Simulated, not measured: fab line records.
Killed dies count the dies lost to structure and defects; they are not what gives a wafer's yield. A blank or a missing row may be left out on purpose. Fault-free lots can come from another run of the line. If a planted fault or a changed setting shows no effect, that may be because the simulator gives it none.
Split-lot trial ; flow n5_finfet ; on a route of 1938 steps: 7 lots, 21 wafers read

THE SPLIT ITSELF
At N5_BEOL_M11_COAT_64 (time 60 s, resist thk 30 nm), the setting spin_rpm was moved away from the recipe's 1500 rpm on 6 of the 21 wafers read, by +3.3% to +10.0%. This setting was run at the recipe's value on the other wafers.

FROM THE SPLIT TO THE READING: what the file shows between them, 5 steps
- N5_BEOL_M11_EXPOSE_25: exposes mask V10 (also split here: dose_mj)
- N5_BEOL_M11_PEB_26: peb time 60 s
- N5_BEOL_M11_DEVELOP_27: develop time 30 s
- N5_BEOL_M11_CD_MEAS_28: target cd 70 nm
- N5_BEOL_M11_DESCUM_33: chemistry O2, time 7.9 s

THE READING
CAR-ArF_of_BEOL_M11_COAT_22.thk_nm (the simulator's own value, which no gauge read), in nm, at N5_BEOL_M11_ETCH_65 (etches SiARC in CF4, target depth 39 nm, time 65 s). There is no usual value for it anywhere in the file. Average 55.6 nm, standard deviation 0.18 nm, over the 15 wafers here run with the recipe.

wafer;tool, chamber at the split;spin_rpm as run, rpm;against the recipe;CAR-ArF_of_BEOL_M11_COAT_22.thk_nm, nm;against lot-mates on the recipe
L075.1;litho_track-05, 0;1500;recipe;55.6;-
L075.5;litho_track-05, 0;1500;recipe;55.8;-
L075.6;litho_track-05, 0;1500;recipe;55.6;-
L079.2;litho_track-05, 0;1500;recipe;55.4;-
L079.4;litho_track-05, 0;1500;recipe;55.6;-
L079.6;litho_track-05, 0;1500;recipe;55.4;-
L078.3;litho_track-05, 0;1549;+3.3%;56.4;+0.6
L078.5;litho_track-05, 0;1549;+3.3%;56.2;+0.4
L078.6;litho_track-05, 0;1500;recipe;55.8;-
L085.1;litho_track-05, 0;1500;recipe;56;-
L085.2;litho_track-05, 0;1575;+5.0%;56.6;+0.6
L085.3;litho_track-05, 0;1575;+5.0%;56.4;+0.4
L091.3;litho_track-05, 0;1650;+10.0%;56.6;+1.0
L091.4;litho_track-05, 0;1650;+10.0%;56.6;+1.0
L091.5;litho_track-05, 0;1500;recipe;55.6;-
L093.3;litho_track-03, 0;1500;recipe;55.6;-
L093.4;litho_track-03, 0;1500;recipe;55.4;-
L093.5;litho_track-03, 0;1500;recipe;55.4;-
L092.2;litho_track-01, 0;1500;recipe;55.4;-
L092.3;litho_track-01, 0;1500;recipe;55.4;-
L092.5;litho_track-01, 0;1500;recipe;55.4;-

THE FIT
A straight line over all 21 wafers: CAR-ArF_of_BEOL_M11_COAT_22.thk_nm changes by +0.123 nm for each +1% of spin_rpm; r = +0.87; the points scatter about the line by 0.23 nm.
The same after taking each lot's own level away (the mean of its wafers on the recipe; 21 wafers): +0.103 nm for each +1%; r = +0.96; scatter 0.095 nm.
According to that fit, moving spin_rpm by its largest amount changes the reading by 1 nm.
The lots' own levels span 55.40 to 56.00 nm, that is 3.3 times the standard deviation above.
So the slope is not independent of the lot-to-lot level: the two fits are not the same.
Check: for one of the wafers moved furthest among these (+10.0%), held out of the fit, the line's prediction against its lot-mates is +1.06 nm. It came out at +1 nm against them.

ADDITIONAL SPLITS CARRIED BY THESE WAFERS
Other splits were also applied to these wafers ahead of the reading. Each is held against what the fit with the lots' levels taken away leaves over:
other split on the same wafers;wafers away from the commonest value;r with CAR-ArF_of_BEOL_M11_COAT_22.thk_nm (lot level and that fit taken away)
N5_BEOL_M10_ILD_DEP_00 time_s;12;-0.18
N5_BEOL_M10_COAT_05 spin_rpm;3;+0.09
N5_BEOL_M11_EXPOSE_25 dose_mj;6;-0.38

THE WHOLE CHAIN: every reading that the file lists as answering this split, in the file's order
step;what it does;reading;change (the file's fit);r (the file's)
N5_BEOL_M11_COAT_64;time 60 s, resist thk 30 nm;SiARC_of_BEOL_M11_COAT_64.thk_nm (the simulator's own value, which no gauge read);-0.134 nm for each +1% of the setting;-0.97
N5_BEOL_M11_ETCH_65;etches SiARC in CF4, target depth 39 nm, time 65 s;etch.depth_nm (the simulator's own value, which no gauge read);-0.137 nm for each +1% of the setting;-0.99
N5_BEOL_M11_ETCH_65;etches SiARC in CF4, target depth 39 nm, time 65 s;CAR-ArF_of_BEOL_M11_COAT_22.thk_nm (the simulator's own value, which no gauge read);+0.104 nm for each +1% of the setting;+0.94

FILE'S OWN FIT
CAR-ArF_of_BEOL_M11_COAT_22.thk_nm changes by +0.104 nm for each +1% of spin_rpm, r = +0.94.
